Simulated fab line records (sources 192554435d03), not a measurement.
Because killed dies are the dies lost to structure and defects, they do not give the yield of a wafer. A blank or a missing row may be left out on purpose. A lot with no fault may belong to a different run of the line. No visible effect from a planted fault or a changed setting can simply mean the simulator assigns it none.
Chamber matching || flow n5_finfet || N5_BEOL_M6_CMP_52 on cmp-01 has 4 sister chambers
The step polishes, stops on SiCOH lowk, t overpolish 6.9 s, target thk 80 nm. 4 wafers are shown with their chamber, then 12 later ones without.

== WAFERS PAIRED WITH THEIR CHAMBERS ==
{"wafer": "L095.6", "chamber": 1, "motor_current_A (A)": 7.0}
{"wafer": "L085.2", "chamber": 3, "motor_current_A (A)": 5.6}
{"wafer": "L085.4", "chamber": 2, "motor_current_A (A)": 6.5}
{"wafer": "L085.6", "chamber": 0, "motor_current_A (A)": 5.9}

== WAFERS WHOSE CHAMBER IS MISSING ==
{"wafer": "L089.3", "motor_current_A (A)": 6.9}
{"wafer": "L089.5", "motor_current_A (A)": 5.3}
{"wafer": "L089.6", "motor_current_A (A)": 5.7}
{"wafer": "L092.2", "motor_current_A (A)": 5.2}
{"wafer": "L092.4", "motor_current_A (A)": 6.9}
{"wafer": "L092.6", "motor_current_A (A)": 5.9}
{"wafer": "L091.1", "motor_current_A (A)": 6.9}
{"wafer": "L091.2", "motor_current_A (A)": 6.5}
{"wafer": "L091.3", "motor_current_A (A)": 5.2}
{"wafer": "L093.2", "motor_current_A (A)": 7.0}
{"wafer": "L093.3", "motor_current_A (A)": 7.0}
{"wafer": "L093.6", "motor_current_A (A)": 6.8}

== EACH ONE'S CHAMBER ==
{"wafer": "L089.3", "from the rows above": "can't be placed: 1 or 2", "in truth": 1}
{"wafer": "L089.5", "from the rows above": "can't be placed: 3 or 0", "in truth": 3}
{"wafer": "L089.6", "from the rows above": "can't be placed: 3 or 0", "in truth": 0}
{"wafer": "L092.2", "from the rows above": "can't be placed: 3 or 0", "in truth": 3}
{"wafer": "L092.4", "from the rows above": "can't be placed: 1 or 2", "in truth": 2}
{"wafer": "L092.6", "from the rows above": "can't be placed: 0 or 3", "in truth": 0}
{"wafer": "L091.1", "from the rows above": "can't be placed: 1 or 2", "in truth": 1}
{"wafer": "L091.2", "from the rows above": 2, "in truth": 2}
{"wafer": "L091.3", "from the rows above": "can't be placed: 3 or 0", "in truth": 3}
{"wafer": "L093.2", "from the rows above": 1, "in truth": 1}
{"wafer": "L093.3", "from the rows above": 1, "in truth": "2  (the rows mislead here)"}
{"wafer": "L093.6", "from the rows above": "can't be placed: 1 or 2", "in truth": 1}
Correct placement for 2 of the 12. Unplaceable from these rows: 9, with the true chamber sitting among the candidates in 9. Number placed wrongly: 1.
How it was worked out, from the rows above alone: a wafer's distance from a chamber is the root of the sum, over the readings, of the square of ((its reading less the chamber's mean) divided by the reading's scatter). The wafer belongs to the nearest chamber; if the next one is less than 2 further off, it can't be placed. For every chamber, the mean is computed from those of its wafers that are shown. The scatter (one wafer shown for each chamber): square how far every hidden wafer sits from the nearest shown wafer, average those squares and take the square root.
